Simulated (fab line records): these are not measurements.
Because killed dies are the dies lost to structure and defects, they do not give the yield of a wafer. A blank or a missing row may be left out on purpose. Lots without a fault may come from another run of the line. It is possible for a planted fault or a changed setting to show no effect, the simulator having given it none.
Split-lot trial + flow n5-finfet + route with 1938 steps; 7 lots, 21 wafers read

## THE SPLIT ITSELF
At N5_SDB_CUT_ETCH_26 (etches Si in HBr/Cl2/O2, target depth 129.6 nm, bt time 20 s, time 51.8 s), the setting icp-w was moved away from the recipe's 800 W on 7 of the 21 wafers read, by -12.2% to +14.7%. For the rest of the wafers, this setting stayed at what the recipe calls for.

The reading comes from the split's own step.

## THE READING
etch.depth-nm (the simulator's own value, which no gauge read), in nm, at N5_SDB_CUT_ETCH_26 (etches Si in HBr/Cl2/O2, target depth 129.6 nm, bt time 20 s, time 51.8 s). There is no usual value for it anywhere in the file. Here, 14 wafers ran the recipe; their average is 129.4 nm with a standard deviation of 2.2 nm.

| wafer  | tool, chamber at the split | icp-w as run, W | against the recipe | etch.depth-nm, nm | against lot-mates on the recipe |
|--------|----------------------------|-----------------|--------------------|-------------------|---------------------------------|
| L078.1 | rie-si-06, 1               | 800             | recipe             | 129.5             | -                               |
| L078.4 | rie-si-06, 0               | 871.9           | +9.0%              | 138               | +8.5                            |
| L078.5 | rie-si-06, 3               | 871.9           | +9.0%              | 135.8             | +6.3                            |
| L081.2 | rie-si-04, 1               | 800             | recipe             | 131.5             | -                               |
| L081.3 | rie-si-04, 3               | 800             | recipe             | 130.1             | -                               |
| L081.5 | rie-si-04, 0               | 702.3           | -12.2%             | 120.8             | -10.0                           |
| L080.3 | rie-si-04, 1               | 800             | recipe             | 130.6             | -                               |
| L080.4 | rie-si-04, 3               | 713.7           | -10.8%             | 121.6             | -10.6                           |
| L080.6 | rie-si-04, 2               | 800             | recipe             | 133.8             | -                               |
| L088.1 | rie-si-02, 2               | 917.4           | +14.7%             | 140.2             | +11.1                           |
| L088.3 | rie-si-02, 3               | 917.4           | +14.7%             | 138               | +8.9                            |
| L088.5 | rie-si-02, 3               | 800             | recipe             | 129.1             | -                               |
| L091.1 | rie-si-02, 1               | 800             | recipe             | 125.1             | -                               |
| L091.2 | rie-si-02, 0               | 800             | recipe             | 130.2             | -                               |
| L091.6 | rie-si-02, 3               | 800             | recipe             | 126.9             | -                               |
| L093.1 | rie-si-04, 3,1             | 800             | recipe             | 128.7             | -                               |
| L093.2 | rie-si-04, 3,1             | 800             | recipe             | 128.7             | -                               |
| L093.4 | rie-si-04, 2               | 800             | recipe             | 131.6             | -                               |
| L096.2 | rie-si-02, 0               | 800             | recipe             | 130.5             | -                               |
| L096.5 | rie-si-02, 1               | 800             | recipe             | 126               | -                               |
| L096.6 | rie-si-02, 0               | 863.1           | +7.9%              | 136.1             | +7.8                            |
When a row names more than one chamber, that row covers several wafers, and the file does not tell which wafer ran in which chamber.

FIT RESULTS
A straight line over all 21 wafers: etch.depth-nm changes by +0.715 nm for each +1% of icp-w; r = +0.92; the points scatter about the line by 2 nm.
The same after taking each lot's own level away (the mean of its wafers on the recipe; 21 wafers): +0.794 nm for each +1%; r = +0.96; scatter 1.7 nm.
On that fit, the largest move of icp-w shifts the reading by 12 nm.
The lots' own levels span 127.40 to 132.20 nm, that is 2.2 times the standard deviation above.
The two slopes agree, so the slope changes little with the lot-to-lot level.
Check: for one of the wafers moved furthest among these (+14.7%), held out of the fit, the line's prediction against its lot-mates is +11.6 nm. It came out at +11.1 nm against them.

## THESE WAFERS: OTHER SPLITS
Note: prior to the reading, these wafers also went through further splits. Each is held against what the fit with the lots' levels taken away leaves over:
| other split on the same wafers  | wafers away from the commonest value | r with etch.depth-nm (lot level and that fit taken away) |
|---------------------------------|--------------------------------------|----------------------------------------------------------|
| N5_DUMMY_GATE_EXPOSE_12 dose-mj | 5                                    | +0.09                                                    |
| N5_SD_EPI_N_EPI_21 temp-c       | 6                                    | +0.12                                                    |
| N5_SDB_ETCH_18 source-w         | 6                                    | +0.35                                                    |

## THE WHOLE CHAIN: every reading that the file lists as answering this split, in the file's order
| step               | what it does                                                              | reading                                                               | change (the file's fit)               | r (the file's) |
|--------------------|---------------------------------------------------------------------------|-----------------------------------------------------------------------|---------------------------------------|----------------|
| N5_SDB_CUT_ETCH_26 | etches Si in HBr/Cl2/O2, target depth 129.6 nm, bt time 20 s, time 51.8 s | SDB.feature-depth-nm (the simulator's own value, which no gauge read) | +0.817 nm for each +1% of the setting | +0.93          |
| N5_SDB_CUT_ETCH_26 | etches Si in HBr/Cl2/O2, target depth 129.6 nm, bt time 20 s, time 51.8 s | etch.depth-nm (the simulator's own value, which no gauge read)        | +0.819 nm for each +1% of the setting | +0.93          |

## THE FILE'S OWN FIT
etch.depth-nm changes by +0.819 nm for each +1% of icp-w, r = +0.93.
